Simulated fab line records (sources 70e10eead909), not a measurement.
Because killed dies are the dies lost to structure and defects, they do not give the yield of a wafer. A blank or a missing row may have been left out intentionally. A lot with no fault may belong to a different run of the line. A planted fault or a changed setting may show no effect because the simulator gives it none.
fab line records + flow nandHarc + part 2 of 2: steps 22 to 30 of 30
record:
- lots: 5
- wafers: 15
- lastDay: 29
route steps=1302 shown A_CONTACT@1072
lots untouched by any fault: they come from a run of this same line in which no faults occurred
startH: the number of hours between the record's first day and the start of the first shown wafer of the lot + waitH: how many hours have passed since the lot's step before this one + " identical to the entry in the row above + L1.1+2: a row that stands for several wafers + - no value, or no start was given + * or withheld: withheld + < > ~ a bound
route shown NAME@n: names a module that has steps shown in the file, with the first one's number in the route + usual: the fault-free wafers' mean and standard deviation + same: alike in all rows + chamber/n: place in a boat + sites: the reading at each site + _std_site: their standard deviation + _edge_site: inner sites' mean taken away from outer sites' mean + radiusMm: how far each site lies from the wafer's centre + mask NAME#n: copy n + behind: the most recent tool/chamber to have shaped the wafer + hold: the reason the lot was held/the length of the hold in hours/how it ended + device: whichever transistor did not switch (one of n, p or np) + end of line: tests run on the same wafers once the route is complete + a step given without rows: its recipe and nothing more + killed: not the wafer's yield, but the dies lost to structure and defects at the first sort + map: a wafer's dies, marking killed ones x, the rest . and places with no die _
set.NAME: setting as actually run; set.NAME@STEP: the setting as run at that earlier step + model.NAME: the simulator's own value behind a step, which no gauge read
certain route steps with their lots: each step a table, each wafer a row
services: from which hour (startH, from the record's first day; less than 0 if before it) a tool's chamber was out of use, for how many hours, and why
== steps ==
step: NHARC_A_CONTACT_ETCH_98
recipe:
- targetDepthA: 200
- overEtchFrac: 0.5
- timeS: 10
- ionEnergyEv: 250
- c4f6FlowSccm: 25
- o2FlowSccm: 20
- arFlowSccm: 500
- rfW: 600
- biasW: 500
- chemistry: C4F6/O2
usual:
- drypumpMotorCurrentA: 5.6/0.5
- oesProductAu: 0.953/0.014
- rfVppV: 546/3.5
- showerheadPlenumPTorr: 3.86/0.16
- throttleValvePct: 26.905/0.0091
| lot.wafer | tool       | chamber | startH | waitH | drypumpMotorCurrentA | oesProductAu | rfHoursCounterH | rfVppV | showerheadPlenumPTorr | throttleValvePct |
|-----------|------------|---------|--------|-------|----------------------|--------------|-----------------|--------|-----------------------|------------------|
| L074.4    | rieDiel-02 | 3       | -      | -     | 5.9                  | 0.968        | 18              | 544    | 3.81                  | 26.902           |
| L074.1    | "          | 0       | "      | "     | 5.7                  | 0.973        | 19              | 542    | 3.66                  | 26.896           |
| L074.5    | "          | 2       | "      | "     | 5.4                  | 0.955        | -               | 543    | 3.77                  | 26.907           |
| L075.1    | rieDiel-02 | 2       | -      | -     | 5.4                  | 0.966        | 18              | 544    | 3.77                  | 26.910           |
| L075.4    | "          | 3       | "      | "     | 5.9                  | 0.959        | 20              | 545    | 3.81                  | 26.902           |
| L075.2    | "          | 0       | "      | "     | 5.7                  | 0.955        | 21              | 542    | 3.66                  | 26.896           |
| L081.3    | rieDiel-02 | 1       | -      | -     | 6.2                  | 0.953        | 3               | 542    | 3.79                  | 26.909           |
| L081.2    | "          | 3       | "      | "     | 5.9                  | 0.943        | 3               | 545    | 3.81                  | 26.898           |
| L081.5    | "          | 1       | "      | "     | 6.2                  | 0.963        | -               | 545    | 3.79                  | 26.904           |
| L087.4    | rieDiel-07 | 0       | -      | -     | 4.8                  | 0.959        | 35              | 549    | 4.01                  | 26.901           |
| L087.5    | "          | 3       | "      | "     | 4.7                  | 0.969        | -               | 543    | 3.74                  | 26.907           |
| L087.6    | "          | 0       | "      | "     | 4.8                  | 0.965        | -               | 550    | 4.01                  | 26.903           |
| L090.1    | rieDiel-02 | 3       | -      | -     | 5.9                  | 0.943        | 16              | 543    | 3.80                  | 26.915           |
| L090.2    | "          | 0       | "      | "     | 5.7                  | 0.933        | 15              | 542    | 3.64                  | 26.885           |
| L090.5    | "          | 3       | "      | "     | 5.9                  | 0.943        | -               | 544    | 3.80                  | 26.901           |
step: NHARC_A_CONTACT_CD_MEAS_15
usual:
- cdNm: 190.1/0.53
| lot.wafer | tool     | chamber | startH | waitH | cdNm  |
|-----------|----------|---------|--------|-------|-------|
| L074.1    | cdSem-01 | -       | 492.88 | -     | 189.8 |
| L074.4    | "        | -       | "      | "     | 188.7 |
| L074.5    | "        | -       | "      | "     | 189.7 |
| L075.1    | cdSem-02 | -       | 499.96 | -     | 189.7 |
| L075.2    | "        | -       | "      | "     | 189.4 |
| L075.4    | "        | -       | "      | "     | 188.9 |
| L081.2    | cdSem-03 | -       | 575.13 | -     | 189.7 |
| L081.3    | "        | -       | "      | "     | 190.9 |
| L081.5    | "        | -       | "      | "     | 189.8 |
| L087.4    | cdSem-03 | -       | 618.03 | -     | 190.4 |
| L087.5    | "        | -       | "      | "     | 190.5 |
| L087.6    | "        | -       | "      | "     | 190.2 |
| L090.1    | cdSem-01 | -       | 632.88 | -     | 190.3 |
| L090.2    | "        | -       | "      | "     | 189.9 |
| L090.5    | "        | -       | "      | "     | 189.4 |
step: NHARC_A_CONTACT_STRIP_107
recipe:
- n2FlowSccm: 150
- h2FlowSccm: 150
- arFlowSccm: 0
- biasW: 0
- chemistry: N2/H2
| lot.wafer  | tool       | chamber | startH | waitH |
|------------|------------|---------|--------|-------|
| L074.1+4+5 | rieDiel-02 | 1,0,2   | 492.95 | 0.1   |
| L075.4+2+1 | rieDiel-02 | 1,2,3   | 500.04 | 0.1   |
| L081.2+3+5 | rieDiel-01 | 3,0,1   | 575.22 | 0.1   |
| L087.4+5+6 | rieDiel-01 | 3,2,3   | 618.11 | 0.1   |
| L090.2+1+5 | rieDiel-02 | 1,2,0   | 632.97 | 0.1   |
step: NHARC_A_CONTACT_STRIP_108
recipe:
- cf4FlowSccm: 100
- chf3FlowSccm: 30
- arFlowSccm: 0
- biasW: 0
- chemistry: CF4/CHF3
| lot.wafer  | tool       | chamber | startH | waitH |
|------------|------------|---------|--------|-------|
| L074.1+4+5 | rieDiel-02 | 0,1,3   | 493.05 | 0.1   |
| L075.1+4+2 | rieDiel-02 | 2,3,1   | 500.13 | 0.1   |
| L081.2+3+5 | rieDiel-01 | 1,2,2   | 575.30 | 0.1   |
| L087.4+5+6 | rieDiel-01 | 1,2,3   | 618.20 | 0.1   |
| L090.1+2+5 | rieDiel-02 | 2,0,3   | 633.05 | 0.1   |
step: NHARC_A_CONTACT_STRIP_109
recipe:
- o2FlowSccm: 400
- cosFlowSccm: 20
- arFlowSccm: 0
- biasW: 0
- chemistry: O2/COS
| lot.wafer  | tool       | chamber | startH | waitH |
|------------|------------|---------|--------|-------|
| L074.1+4+5 | rieDiel-02 | 2,1,2   | 493.25 | 0.2   |
| L075.4+1+2 | rieDiel-02 | 2,3,0   | 500.19 | 0.1   |
| L081.2+3+5 | rieDiel-01 | 2,0,2   | 575.36 | 0.1   |
| L087.4+6+5 | rieDiel-01 | 2,1,2   | 618.26 | 0.1   |
| L090.2+1+5 | rieDiel-02 | 1,2,3   | 633.12 | 0.1   |
step: NHARC_A_CONTACT_ETCH_110
recipe:
- targetDepthA: 600
- overetchA: 60
- timeS: 33
- ionEnergyEv: 100
- cf4FlowSccm: 80
- o2FlowSccm: 20
- arFlowSccm: 0
- rfW: 300
- biasW: 100
- chemistry: CF4/O2
usual:
- drypumpMotorCurrentA: 5.6/0.38
- oesProductAu: 1.001/0.0094
- rfVppV: 197.4/1.5
- showerheadPlenumPTorr: 1.31/0.061
- throttleValvePct: 13.398/0.008
| lot.wafer | tool       | chamber | startH | waitH | drypumpMotorCurrentA | oesProductAu | rfHoursCounterH | rfVppV | showerheadPlenumPTorr | throttleValvePct |
|-----------|------------|---------|--------|-------|----------------------|--------------|-----------------|--------|-----------------------|------------------|
| L074.1    | rieDiel-02 | 3       | 493.31 | 0.1   | 5.8                  | 0.993        | 18              | 196.6  | 1.29                  | 13.394           |
| L074.4    | "          | 0       | "      | "     | 5.7                  | 0.992        | 19              | 194.4  | 1.24                  | 13.400           |
| L074.5    | "          | 3       | "      | "     | 5.8                  | 1.005        | -               | 196.3  | 1.29                  | 13.400           |
| L075.2    | rieDiel-02 | 2       | 500.26 | 0.1   | 5.4                  | 0.986        | 18              | 197.0  | 1.28                  | 13.387           |
| L075.1    | "          | 3       | "      | "     | 5.8                  | 0.984        | 20              | 196.6  | 1.29                  | 13.400           |
| L075.4    | "          | 0       | "      | "     | 5.7                  | 0.988        | 21              | 196.0  | 1.24                  | 13.407           |
| L081.2    | rieDiel-01 | 3       | 575.42 | 0.1   | 5.5                  | 1.014        | 9               | 198.0  | 1.37                  | 13.399           |
| L081.3    | "          | 1       | "      | "     | 5.8                  | 1.018        | 12              | 201.9  | 1.44                  | 13.398           |
| L081.5    | "          | 3       | "      | "     | 5.5                  | 1.002        | -               | 198.8  | 1.37                  | 13.405           |
| L087.4    | rieDiel-01 | 0       | 618.32 | 0.1   | 4.9                  | 1.009        | 26              | 197.2  | 1.30                  | 13.396           |
| L087.6    | "          | 3       | "      | "     | 5.5                  | 0.999        | -               | 198.8  | 1.36                  | 13.398           |
| L087.5    | "          | 0       | "      | "     | 4.9                  | 1.002        | -               | 195.5  | 1.30                  | 13.393           |
| L090.1    | rieDiel-02 | 2       | 633.17 | 0.0   | 5.4                  | 1.001        | 15              | 196.5  | 1.27                  | 13.408           |
| L090.2    | "          | 3       | "      | "     | 5.9                  | 0.999        | 16              | 196.5  | 1.29                  | 13.408           |
| L090.5    | "          | 3       | "      | "     | 5.9                  | 0.996        | -               | 197.2  | 1.29                  | 13.397           |
step: NHARC_A_CONTACT_STRIP_26
recipe:
- o2FlowSccm: 500
- arFlowSccm: 0
- biasW: 0
- chemistry: O2
usual:
- drypumpMotorCurrentA: 5.7/0.41
- oesProductAu: 1.002/0.0083
- rfVppV: 57.6/0.98
- showerheadPlenumPTorr: 3.47/0.15
- throttleValvePct: 17.035/0.0097
| lot.wafer | tool       | chamber | startH | waitH | drypumpMotorCurrentA | oesProductAu | rfHoursCounterH | rfVppV | showerheadPlenumPTorr | throttleValvePct |
|-----------|------------|---------|--------|-------|----------------------|--------------|-----------------|--------|-----------------------|------------------|
| L074.4    | rieDiel-02 | 3       | -      | -     | 5.9                  | 0.991        | 18              | 56.6   | 3.43                  | 17.016           |
| L074.1    | "          | 0       | "      | "     | 5.7                  | 1.000        | 19              | 56.2   | 3.28                  | 17.027           |
| L074.5    | "          | 3       | "      | "     | 5.8                  | 1.000        | -               | 58.1   | 3.43                  | 17.035           |
| L075.2    | rieDiel-02 | 1       | -      | -     | 6.2                  | 1.014        | 21              | 57.1   | 3.41                  | 17.047           |
| L075.1    | "          | 2       | "      | "     | 5.4                  | 0.998        | 18              | 58.0   | 3.38                  | 17.027           |
| L075.4    | "          | 3       | "      | "     | 5.9                  | 0.995        | 20              | 57.7   | 3.43                  | 17.032           |
| L081.3    | rieDiel-01 | 0       | -      | -     | 4.9                  | 1.016        | 11              | 58.3   | 3.44                  | 17.023           |
| L081.2    | "          | 1       | "      | "     | 5.8                  | 1.001        | 12              | 57.0   | 3.80                  | 17.051           |
| L081.5    | "          | 1       | "      | "     | 5.8                  | 1.017        | -               | 59.1   | 3.80                  | 17.034           |
| L087.4    | rieDiel-01 | 1       | -      | -     | 5.8                  | 1.006        | 27              | 58.5   | 3.79                  | 17.029           |
| L087.6    | "          | 0       | "      | "     | 4.9                  | 1.015        | -               | 56.3   | 3.43                  | 17.023           |
| L087.5    | "          | 1       | "      | "     | 5.8                  | 1.016        | -               | 58.0   | 3.79                  | 17.025           |
| L090.2    | rieDiel-02 | 1       | -      | -     | 6.2                  | 1.000        | 14              | 56.9   | 3.40                  | 17.038           |
| L090.1    | "          | 3       | "      | "     | 5.9                  | 1.002        | 16              | 56.4   | 3.41                  | 17.050           |
| L090.5    | "          | 1       | "      | "     | 6.2                  | 0.993        | -               | 58.2   | 3.40                  | 17.033           |
step: NHARC_A_CONTACT_STRIP_27
recipe:
- timeS: 600
- tempC: 30
- chemistry: postEtchResidueRemover
| lot.wafer  | tool        | chamber | startH | waitH |
|------------|-------------|---------|--------|-------|
| L074.4+5+1 | wetBench-05 | 2,4,5   | 493.70 | -     |
| L075.2+4+1 | wetBench-01 | 7,1,3   | 500.64 | -     |
| L081.5+2+3 | wetBench-01 | 2,5,6   | 575.81 | -     |
| L087.5+4+6 | wetBench-02 | 6,0,1   | 618.70 | -     |
| L090.1+5+2 | wetBench-01 | 1,4,5   | 633.56 | -     |
step: NHARC_A_CONTACT_ALD_18
recipe:
- targetThkA: 30
- pulseTimeS: 1
- aldCycles: 150
- tempC: 450
- material: TiN
usual:
- heaterPowerW: 1101/98
- precursorPulseHeightRel: 0.997/0.02
| lot.wafer | tool        | chamber | startH | waitH | heaterPowerW | precursorPulseHeightRel |
|-----------|-------------|---------|--------|-------|--------------|-------------------------|
| L074.1    | aldMetal-02 | 0       | 493.95 | -     | 1123         | 0.979                   |
| L074.4    | "           | 2       | "      | "     | 1290         | 0.979                   |
| L074.5    | "           | 0       | "      | "     | 1143         | 0.991                   |
| L075.2    | aldMetal-03 | 3       | 500.91 | -     | 939          | 1.019                   |
| L075.1    | "           | 1       | "      | "     | 1136         | 0.977                   |
| L075.4    | "           | 2       | "      | "     | 1203         | 1.003                   |
| L081.2    | aldMetal-04 | 0       | 576.07 | -     | 992          | 0.993                   |
| L081.3    | "           | 3       | "      | "     | 1094         | 0.995                   |
| L081.5    | "           | 0       | "      | "     | 1009         | 1.004                   |
| L087.4    | aldMetal-03 | 2       | 619.00 | -     | 1186         | 1.007                   |
| L087.6    | "           | 0       | "      | "     | 1116         | 0.994                   |
| L087.5    | "           | 1       | "      | "     | 1185         | 1.008                   |
| L090.1    | aldMetal-02 | 1       | 633.82 | -     | 1062         | 0.969                   |
| L090.2    | "           | 0       | "      | "     | 1149         | 1.008                   |
| L090.5    | "           | 1       | "      | "     | 1084         | 0.963                   |
== services ==
| tool           | chamber | startH | hours | kind   |
|----------------|---------|--------|-------|--------|
| aldMetal-04    | 1       | 470.04 | 3.0   | repair |
| harCapEtch-01  | -       | 473.00 | 17.0  | pm     |
| arfiScanner-01 | -       | 473.04 | 0.4   | repair |
| lithoTrack-01  | -       | 481.00 | 7.0   | pm     |
| arfiScanner-01 | -       | 490.88 | 0.6   | repair |
| lithoTrack-06  | -       | 505.00 | 7.0   | pm     |
| rieDiel-07     | 0       | 505.31 | 35.7  | repair |
| aldMetal-03    | -       | 515.21 | 1.1   | repair |
| lithoTrack-04  | -       | 529.00 | 7.0   | pm     |
| rieDiel-01     | -       | 534.69 | 9.0   | pm     |
| aldMetal-03    | -       | 544.00 | 10.0  | pm     |
| rieDiel-02     | -       | 546.98 | 9.0   | pm     |
| aldMetal-02    | -       | 556.43 | 0.4   | repair |
| arfiScanner-01 | -       | 572.00 | 4.0   | pm     |
| wetBench-02    | -       | 572.02 | 8.0   | pm     |
| wetBench-01    | -       | 576.47 | 3.0   | repair |
| rieDiel-07     | 2       | 584.69 | 5.3   | repair |
| aldMetal-02    | -       | 586.05 | 10.0  | pm     |
| rieDiel-07     | 0       | 597.19 | 8.2   | repair |
| rieDiel-07     | -       | 604.30 | 0.7   | repair |
| wetBench-05    | -       | 609.10 | 8.0   | pm     |
| wetBench-01    | -       | 611.85 | 8.0   | pm     |
| rieDiel-07     | -       | 625.76 | 9.0   | pm     |
| aldMetal-04    | -       | 628.00 | 10.0  | pm     |
